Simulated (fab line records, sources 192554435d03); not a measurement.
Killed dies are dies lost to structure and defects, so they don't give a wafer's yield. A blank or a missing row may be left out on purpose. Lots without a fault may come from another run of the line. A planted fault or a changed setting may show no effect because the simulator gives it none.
fab line records | flow n5_finfet
record lots=8 wafers=23 last_day=17
route steps=1938 shown FIN_CUT@176 STI_FIN_REVEAL@200 DUMMY_GATE@218 BEOL_M4@1111 PASSIVATION@1936
lots that met no fault: from a run of the same line without faults
start_h: hours from the record's first day to the start of the lot's first wafer shown | wait_h: hours since the lot's step before | " the same as in the row above | L1.1+2: a row that stands for several wafers | - no value, or no start given | * or withheld: withheld | < > ~ a bound
route shown NAME@n: a module of which the file shows steps, and the number in the route of the first | usual: mean/standard deviation of fault-free wafers | same: alike in all rows | chamber/n: place in a boat | sites: the reading at each site | _std_site: their standard deviation | _edge_site: outer sites' mean less inner sites' | radius_mm: how far each site lies from the wafer's centre | mask NAME#n: copy n | behind: the tool/chamber that last shaped the wafer | hold: why the lot was held/for how many hours/how that ended | device: the transistor (n, p or np) that didn't switch | end of line: the same wafers' tests at the end of the route | a step without rows: its recipe alone | killed: dies lost to structure and defects at the first sort, not the wafer's yield | map: a wafer's dies, x killed, . not, _ none there
set.NAME: the setting as run; set.NAME@STEP: as run at that earlier step | model.NAME: the simulator's own value behind a step, which no gauge read
steps of the route over a sample of lots; a table a step, a row a wafer
services: from which hour (start_h, from the record's first day; less than 0 if before it) a tool's chamber was out of use, for how many hours, and why
## steps
# step N5_FIN_CUT_CUT_ETCH_15
# recipe chemistry=HBr/Cl2/O2 target=Si target_depth_a=1000 bt_time_s=10 mask_material=SOC time_s=42.4 ion_energy_ev=* bias_w=* pressure_mtorr=10 icp_w=800 HBr_flow_sccm=150 Cl2_flow_sccm=80 O2_flow_sccm=12
# usual drypump_motor_current_A=5.6/0.49 mfc_cl2_sccm=79.97/0.26 oes_o_777_au=1.00/0.077 oes_product_au=0.998/0.019 throttle_valve_pct=37.1/0.46
# columns lot.wafer tool chamber start_h wait_h drypump_motor_current_A mfc_cl2_sccm oes_o_777_au oes_product_au rf_hours_counter_h throttle_valve_pct
L626.2 rie_si-04 3 28.35 0.1 5.1 79.93 1.02 0.973 134 36.9
L626.3 " 1 " " 5.8 79.52 0.97 1.013 57 37.5
L626.5 " 2 " " 5.1 79.66 1.09 1.016 - 37.2
L631.1 rie_si-02 0 57.15 0.1 5.8 79.81 0.95 0.982 3 37.9
L631.3 " 1 " " 5.7 80.10 0.93 1.001 54 36.4
L631.6 " 2 " " 5.3 80.09 1.02 0.995 - 37.1
L639.1 rie_si-02 1 105.28 0.1 5.7 80.05 0.92 1.006 55 36.4
L639.3 " 0 " " 5.9 80.48 0.95 0.984 4 37.9
L639.6 " 0 " " 5.8 79.98 0.95 0.986 - 37.9
L640.1 rie_si-04 1 111.87 0.1 5.8 80.40 0.97 1.011 59 37.5
L640.3 " 3 " " 5.1 80.69 1.02 0.968 136 36.9
L640.5 " 2 " " 5.1 79.69 1.08 1.005 - 37.2
L644.2 rie_si-01 0 136.33 0.1 6.1 80.07 1.08 1.012 8 36.2
L644.5 " 1 " " 5.1 79.55 0.88 1.001 - 37.1
L644.6 " 0 " " 6.1 80.00 1.08 1.018 - 36.2
L647.1 rie_si-02 0 153.53 0.1 5.9 79.87 0.95 0.986 5 37.9
L647.3 " 1 " " 5.7 79.73 0.93 1.010 56 36.4
L647.4 " 3 " " 5.5 80.11 0.95 0.986 9 37.0
L648.1 rie_si-01 3 162.18 0.1 6.5 79.81 1.01 0.976 2 36.9
L648.3 " 0 " " 6.1 79.94 1.07 1.021 9 36.2
L648.4 " 2 " " 4.8 79.73 1.13 1.029 1 37.2
L649.5 rie_si-02 1 166.78 0.1 5.7 79.85 0.93 1.012 - 36.3
L649.6 " 0 " " 5.9 79.40 0.95 0.980 - 37.9
# step N5_FIN_CUT_STRIP_22
# recipe chemistry=N2/H2 power_w=500 temp_c=40 pressure_mtorr=50 rf_frequency_hz=6e+07 overash_fraction=0.3 bias_power_w=8 h2_frac=0.5 n2_flow_sccm=300 h2_flow_sccm=300
# usual drypump_motor_current_A=5.8/0.39 oes_product_au=0.75/0.072 rf_vpp_V=54.1/2.4 showerhead_plenum_p_Torr=3.40/0.1 throttle_valve_pct=19.3/0.54
# columns lot.wafer tool chamber start_h wait_h drypump_motor_current_A oes_product_au rf_hours_counter_h rf_vpp_V showerhead_plenum_p_Torr throttle_valve_pct
L626.2 rie_diel-01 1 28.47 0.0 5.7 0.69 200 53.3 3.33 19.2
L626.3 " 2 " " 5.5 0.93 12 53.3 3.45 20.2
L626.5 " 1 " " 5.7 0.70 - 56.8 3.33 19.3
L631.1 rie_diel-03 2 57.27 0.0 6.4 0.77 130 53.9 3.35 18.4
L631.3 " 0 " " 6.1 0.79 124 53.6 3.49 18.4
L631.6 " 2 " " 6.4 0.77 - 56.5 3.34 18.4
L639.1 rie_diel-02 3 105.48 0.1 5.7 0.71 185 53.7 3.33 19.9
L639.3 " 2 " " 6.0 0.77 153 56.6 3.51 19.5
L639.6 " 1 " " 5.7 0.73 - 53.6 3.21 19.6
L640.1 rie_diel-02 3 111.99 0.0 5.8 0.72 187 54.1 3.33 19.9
L640.3 " 2 " " 6.0 0.77 155 54.8 3.51 19.5
L640.5 " 0 " " 6.0 0.70 - 51.0 3.48 19.3
L644.2 rie_diel-03 3 136.46 0.0 6.6 0.92 21 55.8 3.56 18.7
L644.5 " 0 " " 6.1 0.76 - 54.8 3.48 18.5
L644.6 " 3 " " 6.6 0.93 - 54.0 3.56 18.7
L647.1 rie_diel-02 2 153.66 0.1 6.0 0.76 168 57.1 3.50 19.5
L647.3 " 3 " " 5.8 0.70 201 60.4 3.32 20.0
L647.4 " 1 " " 5.7 0.72 182 53.9 3.20 19.6
L648.1 rie_diel-02 1 162.38 0.1 5.7 0.72 185 48.5 3.20 19.6
L648.3 " 0 " " 5.9 0.68 238 51.6 3.47 19.4
L648.4 " 3 " " 5.7 0.68 203 56.2 3.32 19.9
L649.5 rie_diel-02 1 166.91 0.1 5.7 0.74 - 57.4 3.20 19.6
L649.6 " 0 " " 6.0 0.69 - 52.7 3.47 19.3
# step N5_STI_FIN_REVEAL_OXIDATION_31
# recipe chemistry=O2_PLASMA_REMOTE temp_c=150 time_s=20 pressure_mtorr=1000 source_power_w=2000 o2_flow_sccm=3000
# usual chamber_pressure_mTorr=999.9/0.85 drypump_motor_current_A=5.67/0.052 heater_power_w=147/9.7
# columns lot.wafer tool chamber start_h wait_h chamber_pressure_mTorr drypump_motor_current_A heater_power_w rf_hours_counter_h
L626.2 plasma_asher-02 0 36.85 0.0 998.5 5.71 156 26
L626.3 " 1 " " 1000.1 5.74 158 -
L626.5 " 0 " " 998.9 5.66 156 -
L631.1 plasma_asher-02 1 67.21 0.0 999.4 5.74 158 32
L631.3 " 1 " " 999.3 5.74 157 -
L631.6 " 1 " " 1000.7 5.75 158 -
L639.1 plasma_asher-02 1 114.34 0.0 - - - -
L639.3 " 0 " " - - - -
L639.6 " 0 " " - - - -
L640.1 plasma_asher-01 0 121.23 0.0 - - - -
L640.3 " 0 " " - - - -
L640.5 " 1 " " - - - -
L644.2 plasma_asher-02 0 146.44 0.0 1000.4 5.71 157 45
L644.5 " 0 " " 1000.0 5.71 153 -
L644.6 " 1 " " 998.6 5.75 162 -
L647.1 plasma_asher-01 0 161.94 0.0 997.9 5.61 139 114
L647.3 " 1 " " 1000.5 5.63 141 -
L647.4 " 0 " " 1000.0 5.66 136 -
L648.1 plasma_asher-02 1 171.16 0.0 1000.8 5.72 157 50
L648.3 " 1 " " 998.6 5.72 157 -
L648.4 " 0 " " 1000.7 5.74 155 -
L649.5 plasma_asher-02 0 177.86 0.1 998.9 5.74 154 -
L649.6 " 1 " " 998.8 5.74 161 -
# step N5_STI_FIN_REVEAL_CD_MEAS_22
# recipe target_cd_nm=6.238 pitch_nm=28 polarity=line
# usual cd_nm=6.3/0.31
# columns lot.wafer tool chamber start_h wait_h cd_nm
L626.2 cd_sem-02 - 37.37 0.0 6.1
L626.3 " - " " 6.4
L626.5 " - " " 6.3
L631.1 cd_sem-03 - 67.73 0.0 6.3
L631.3 " - " " 6.0
L631.6 " - " " 6.2
L639.1 cd_sem-01 - 114.85 0.0 7.4
L639.3 " - " " 7.5
L639.6 " - " " 7.8
L640.1 cd_sem-03 - 121.76 0.0 7.4
L640.3 " - " " 7.1
L640.5 " - " " 7.4
L644.2 cd_sem-01 - 146.96 0.0 5.5
L644.5 " - " " 5.6
L644.6 " - " " 7.1
L647.1 cd_sem-02 - 162.46 0.0 6.0
L647.3 " - " " 6.7
L647.4 " - " " 6.3
L648.1 cd_sem-01 - 171.71 0.0 5.9
L648.3 " - " " 6.3
L648.4 " - " " 6.3
L649.5 cd_sem-03 - 178.35 0.0 6.3
L649.6 " - " " 6.3
# step N5_DUMMY_GATE_CMP_04
# recipe material=a-Si post_cmp_clean=alkaline_brush
# usual motor_current_A=9.8/0.94 time_to_endpoint_s=14.4/2.8
# columns lot.wafer tool chamber start_h wait_h motor_current_A time_to_endpoint_s
L626.2 cmp-04 0 41.44 0.0 8.8 15.3
L626.3 " 1 " " 12.1 15.3
L626.5 " 1 " " 11.7 15.1
L631.3 cmp-03 1 73.65 0.1 9.3 17.3
L631.1 " 3 " " 9.8 15.2
L631.6 " 0 " " 10.0 11.4
L639.1 cmp-03 3 119.56 0.2 8.9 18.9
L639.3 " 2 " " 9.4 14.2
L639.6 " 3 " " 9.1 20.5
L640.1 cmp-03 0 125.85 0.0 9.5 14.1
L640.3 " 2 " " 9.6 15.4
L640.5 " 0 " " 10.0 13.5
L644.2 cmp-03 2 151.24 0.1 8.7 13.8
L644.5 " 0 " " 10.1 14.3
L644.6 " 1 " " 10.1 16.2
L647.4 cmp-03 2 167.29 0.0 9.0 14.8
L647.1 " 0 " " 9.7 14.4
L647.3 " 1 " " 9.2 17.8
L648.4 cmp-04 3 177.92 0.0 10.5 13.6
L648.1 " 0 " " 8.8 10.4
L648.3 " 1 " " 11.9 8.4
L649.5 cmp-01 0 184.36 0.1 10.0 13.3
L649.6 " 1 " " 11.2 16.8
# step N5_BEOL_M4_RC_MEAS_101
# usual DIBL_N=36.8/2.2 DIBL_P=37.0/2.8 IOFF_N=0.18/0.043 IOFF_N_85C=3.4/0.69 IOFF_N_LIN=0.080/0.016 IOFF_N_LONG=5.61e-05/2.9e-06 IOFF_P=0.23/0.05 IOFF_P_85C=3.9/0.71 IOFF_P_LIN=0.107/0.018 ION_N=680/14 ION_P=466/9.1 REXT_N=75.6/1.4 REXT_P=101.0/1.9 SS_N=71.7/0.74 SS_P=73.5/0.79 VT_N=248/4 VT_N_LONG=274.8/1.7 VT_N_LVT=97/4.1 VT_P=-249/4.1
# columns lot.wafer tool chamber start_h wait_h DIBL_N[mV/V] DIBL_P[mV/V] IOFF_N[nA/um] IOFF_N_85C[nA/um] IOFF_N_LIN[nA/um] IOFF_N_LONG[nA/um] IOFF_P[nA/um] IOFF_P_85C[nA/um] IOFF_P_LIN[nA/um] ION_N[uA/um] ION_P[uA/um] REXT_N[ohm.um] REXT_P[ohm.um] SS_N[mV/dec] SS_P[mV/dec] VT_N[mV] VT_N_LONG[mV] VT_N_LVT[mV] VT_P[mV]
L626.2 prober-01 0 177.38 0.2 34.7 35.3 0.13 2.7 0.065 5.48e-05 0.19 3.4 0.093 665 459 76.8 100.7 71.2 73.2 251 275.9 101 -253
L626.3 " 0 " " 33.8 35.0 0.13 2.7 0.068 5.48e-05 0.19 3.3 0.093 687 467 78.3 101.7 71.0 73.7 249 274.1 99 -251
L626.5 " 0 " " 37.8 38.8 0.20 3.7 0.090 5.53e-05 0.25 4.2 0.112 689 467 77.2 102.9 71.7 74.1 246 275.3 95 -249
L631.1 prober-01 0 203.58 0.0 36.2 37.8 0.16 3.2 0.074 4.94e-05 0.20 3.5 0.094 681 464 77.7 100.0 72.4 72.9 250 275.9 98 -251
L631.3 " 0 " " 39.3 41.7 0.21 4.1 0.091 5e-05 0.29 4.8 0.124 692 469 77.4 98.6 73.0 74.6 247 276.2 95 -248
L631.6 " 0 " " 36.2 38.4 0.15 3.1 0.072 4.93e-05 0.20 3.5 0.095 676 463 77.1 101.1 71.3 72.4 249 277.2 98 -251
L639.1 prober-02 0 247.48 0.0 42.6 45.6 0.38 6.4 0.177 7.05e-05 0.42 6.5 0.199 726 488 70.5 92.1 73.4 75.6 236 267.4 83 -241
L639.3 " 0 " " 42.5 44.4 0.41 6.9 0.194 7.12e-05 0.42 6.3 0.200 737 486 69.1 93.7 72.8 75.6 233 266.3 81 -242
L639.6 " 0 " " 43.6 46.1 0.42 7.0 0.195 7.05e-05 0.48 7.1 0.219 735 489 70.7 92.2 72.7 75.7 233 265.4 81 -238
L640.1 prober-02 0 254.04 0.0 46.0 50.2 0.64 9.8 0.269 7.61e-05 0.61 8.8 0.260 758 505 69.9 93.0 74.3 77.2 228 263.2 74 -234
L640.3 " 0 " " 41.3 41.9 0.35 6.0 0.159 7.76e-05 0.32 5.1 0.165 724 480 71.0 95.1 72.9 75.1 235 264.3 83 -246
L640.5 " 0 " " 42.1 44.6 0.39 6.5 0.175 7.6e-05 0.41 6.4 0.197 721 487 70.4 93.5 72.7 75.1 235 264.0 82 -242
L644.2 prober-02 0 284.80 0.2 34.6 34.2 0.13 2.6 0.063 5.64e-05 0.19 3.4 0.094 664 457 77.4 101.2 70.7 73.0 252 272.8 101 -251
L644.5 " 0 " " 30.4 29.0 0.08 1.7 0.042 5.64e-05 0.12 2.3 0.068 636 441 76.5 103.1 69.9 71.5 259 275.1 107 -257
L644.6 " 0 " " 39.2 40.9 0.25 4.5 0.110 5.68e-05 0.31 5.0 0.135 695 474 76.4 99.8 71.6 74.1 242 275.9 91 -244
L647.1 prober-01 0 291.49 0.0 37.4 36.0 0.18 3.5 0.082 5.66e-05 0.20 3.5 0.093 687 459 74.6 101.2 71.9 73.4 249 274.2 94 -252
L647.3 " 0 " " 39.8 41.2 0.25 4.5 0.107 5.57e-05 0.31 5.2 0.131 707 480 74.8 96.5 73.3 74.3 244 274.6 89 -249
L647.4 " 0 " " 38.5 37.6 0.21 3.9 0.085 5.66e-05 0.23 4.0 0.103 683 460 75.1 99.0 72.8 73.8 247 272.8 94 -250
L648.1 prober-01 0 298.57 0.0 33.4 34.3 0.12 2.4 0.061 5.44e-05 0.17 3.0 0.082 671 460 78.1 102.9 70.6 73.1 256 274.4 102 -255
L648.3 " 0 " " 37.3 39.2 0.20 3.7 0.092 5.5e-05 0.25 4.2 0.112 687 468 76.7 100.4 71.6 73.7 246 274.4 96 -250
L648.4 " 0 " " 35.5 37.2 0.15 2.9 0.072 5.32e-05 0.22 3.7 0.102 670 466 77.7 100.7 71.4 73.1 251 274.7 100 -250
L649.5 prober-02 0 299.52 0.6 36.7 37.9 0.20 3.8 0.092 5.8e-05 0.26 4.5 0.123 686 474 74.1 102.3 72.2 73.6 243 272.2 94 -244
L649.6 " 0 " " 37.7 40.2 0.22 4.1 0.103 5.85e-05 0.31 5.1 0.139 701 487 75.1 102.3 72.3 74.8 242 272.0 93 -241
# step N5_PASSIVATION_PROBE_49
# usual defect_limited_yield=91.4/1.5 killed_at_M0_to_M3=36/11 killed_at_M4_up=14/6 killed_at_contacts=11/6 killed_at_front_end=37/11 killed_at_other=4/3.4 killed_dies=102/18 killed_on_rim=13/3.5 killed_open=66/13 killed_short=34/7.8 sort_bin_4_leakage=0.00/0.017 sort_bin_5_function=5.0/0.97 sort_bin_6_memory=3.2/0.7 sort_bin_8_speed=0.0/0.38 sort_n_pass=1078/19 sort_yield_pct=91.3/1.6
# same gross_dies=1180 killed_at_back_side=0
# columns lot.wafer tool chamber start_h wait_h defect_limited_yield[%] killed_at_M0_to_M3 killed_at_M4_up killed_at_contacts killed_at_front_end killed_at_other killed_dies killed_on_rim killed_open killed_short sort_bin_4_leakage[%] sort_bin_5_function[%] sort_bin_6_memory[%] sort_bin_8_speed[%] sort_n_pass sort_yield_pct[%]
L639.1 prober-02 - 349.82 0.9 93.5 27 13 5 31 1 77 7 45 30 10.42 3.4 2.7 0 980 83.1
L639.3 prober-02 - 349.92 1.0 90.8 31 13 21 41 2 108 16 65 43 19.75 5.3 3.5 0 839 71.1
L639.6 prober-02 - 350.07 1.1 90.1 36 28 7 44 2 117 19 83 33 26.95 6.1 3.6 0 745 63.1
L640.1 prober-02 - 359.21 0.5 90.0 48 24 26 20 0 118 13 87 31 82.88 5.9 3.7 0 84 7.1
L640.3 prober-02 - 359.31 0.6 90.6 22 36 6 43 4 111 19 71 39 2.63 5.3 3.8 0 1038 88.0
L640.5 prober-02 - 359.41 0.7 91.5 30 25 8 36 1 100 15 64 35 8.22 5.7 2.5 0 983 83.3
# killed by level:class
L639.1 FIN_SAQP:geometric_particle:short=6 STI_FIN_REVEAL:geometric_particle:open=6 BEOL_M0_SAQP:geometric_particle:open=6 GATE_CUT:geometric_particle:short=6 BEOL_M1:geometric_particle:open=6 BEOL_M3:geometric_particle:open=5 FIN_SAQP:geometric_particle:open=4 BEOL_M0_SAQP:geometric_particle:short=3
L639.3 MOL_CONTACT_COAG:geometric_particle:open=14 FIN_SAQP:geometric_particle:short=13 BEOL_M0_SAQP:geometric_particle:open=10 STI_FIN_REVEAL:geometric_particle:open=8 MOL_CONTACT_COAG:geometric_particle:short=7 BEOL_M4:geometric_particle:open=7 FIN_SAQP:geometric_particle:open=5 BEOL_M0_SAQP:geometric_particle:short=5
L639.6 BEOL_M4:geometric_particle:open=19 STI_FIN_REVEAL:geometric_particle:open=11 FIN_SAQP:geometric_particle:open=10 BEOL_M1:geometric_particle:open=8 BEOL_M2:geometric_particle:open=7 FIN_SAQP:geometric_particle:short=6 MOL_CONTACT_COAG:geometric_particle:open=5 BEOL_M3:geometric_particle:open=5
L640.1 MOL_CONTACT_COAG:geometric_particle:open=24 BEOL_M2:geometric_particle:open=13 BEOL_M0_SAQP:geometric_particle:short=11 BEOL_M0_SAQP:geometric_particle:open=11 BEOL_M4:geometric_particle:open=10 BEOL_M5:geometric_particle:open=7 FIN_SAQP:geometric_particle:open=5 BEOL_M1:geometric_particle:open=5
L640.3 BEOL_M4:geometric_particle:open=14 FIN_SAQP:geometric_particle:short=12 BEOL_M5:geometric_particle:open=8 STI_FIN_REVEAL:geometric_particle:open=7 BEOL_M0_SAQP:geometric_particle:short=7 GATE_CUT:geometric_particle:short=6 BEOL_M0_SAQP:geometric_particle:open=6 FIN_SAQP:geometric_particle:open=5
L640.5 BEOL_M0_SAQP:geometric_particle:open=9 BEOL_M4:geometric_particle:open=9 FIN_SAQP:geometric_particle:open=7 MOL_CONTACT_COAG:geometric_particle:open=7 GATE_CUT:geometric_particle:short=6 FIN_SAQP:geometric_particle:short=5 BEOL_M3:geometric_particle:open=5 BEOL_M2:geometric_particle:open=5
## services
# columns tool chamber start_h hours kind
rie_diel-01 3 4.56 7.8 repair
cmp-03 - 11.50 1.1 repair
rie_si-02 - 12.97 0.1 repair
plasma_asher-02 - 18.65 4.3 pm
cmp-01 - 24.50 0.3 repair
cmp-01 - 29.94 3.6 pm
cmp-04 - 33.62 4.0 pm
cmp-01 - 37.72 3.6 pm
cmp-03 - 48.29 6.8 repair
rie_diel-01 1 50.76 6.3 repair
cmp-04 - 65.48 4.4 repair
rie_diel-01 3 70.53 31.2 repair
cmp-04 - 74.95 1.3 repair
cmp-04 - 81.02 0.5 repair
rie_si-02 2 119.16 18.9 repair
plasma_asher-02 - 126.47 15.6 pm
rie_si-01 1 129.08 2.1 repair
rie_diel-01 0 140.58 7.1 repair
rie_diel-01 - 143.86 3.3 repair
rie_si-01 - 144.24 2.8 pm
rie_si-04 0 145.61 4.8 repair
rie_diel-03 1 147.36 3.3 repair
rie_diel-03 - 160.73 0.5 repair
cmp-04 - 183.56 0.9 repair
## key
first_sign step=N5_STI_FIN_REVEAL_OXIDATION_31 reading=tool_record direction=missing
effect step=N5_STI_FIN_REVEAL_CD_MEAS_22 reading=cd_nm direction=up sigmas=3.7 usual=6.3 struck=7.4
effect step=N5_BEOL_M4_RC_MEAS_101 reading=IOFF_N_LIN direction=up sigmas=7.3 usual=0.080 struck=0.195
effect step=N5_BEOL_M4_RC_MEAS_101 reading=IOFF_N_LONG direction=up sigmas=6.1 usual=5.61e-05 struck=7.36e-05
effect step=N5_BEOL_M4_RC_MEAS_101 reading=IOFF_N direction=up sigmas=5.9 usual=0.18 struck=0.43
effect step=N5_BEOL_M4_RC_MEAS_101 reading=VT_N_LONG direction=down sigmas=5.8 usual=274.8 struck=265.1
effect step=N5_BEOL_M4_RC_MEAS_101 reading=IOFF_P_LIN direction=up sigmas=5.5 usual=0.107 struck=0.207
effect step=N5_BEOL_M4_RC_MEAS_101 reading=IOFF_N_85C direction=up sigmas=5.3 usual=3.4 struck=7.1
effect step=N5_BEOL_M4_RC_MEAS_101 reading=IOFF_P direction=up sigmas=4.2 usual=0.23 struck=0.44
effect step=N5_BEOL_M4_RC_MEAS_101 reading=REXT_P direction=down sigmas=4 usual=101.0 struck=93.3
effect step=N5_BEOL_M4_RC_MEAS_101 reading=VT_N_LVT direction=down sigmas=3.9 usual=97 struck=81
effect step=N5_BEOL_M4_RC_MEAS_101 reading=IOFF_P_85C direction=up sigmas=3.9 usual=3.9 struck=6.7
effect step=N5_BEOL_M4_RC_MEAS_101 reading=ION_N direction=up sigmas=3.8 usual=680 struck=734
effect step=N5_BEOL_M4_RC_MEAS_101 reading=VT_N direction=down sigmas=3.7 usual=248 struck=233
effect step=N5_PASSIVATION_PROBE_49 reading=sort_bin_4_leakage direction=up sigmas=99+ usual=0.00 struck=25.14
met_at N5_STI_FIN_REVEAL_OXIDATION_31
struck_lots L639,L640
not_acting_at N5_FIN_CUT_CUT_ETCH_15,N5_FIN_CUT_STRIP_22,N5_DUMMY_GATE_CMP_04
onset_between 67.21 114.34
fault kind=skipped_step_whole tool=plasma_asher-01,plasma_asher-02 chamber=- onset_h=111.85 steps=N5_STI_FIN_REVEAL_OXIDATION_31 scope=struck_lots_only
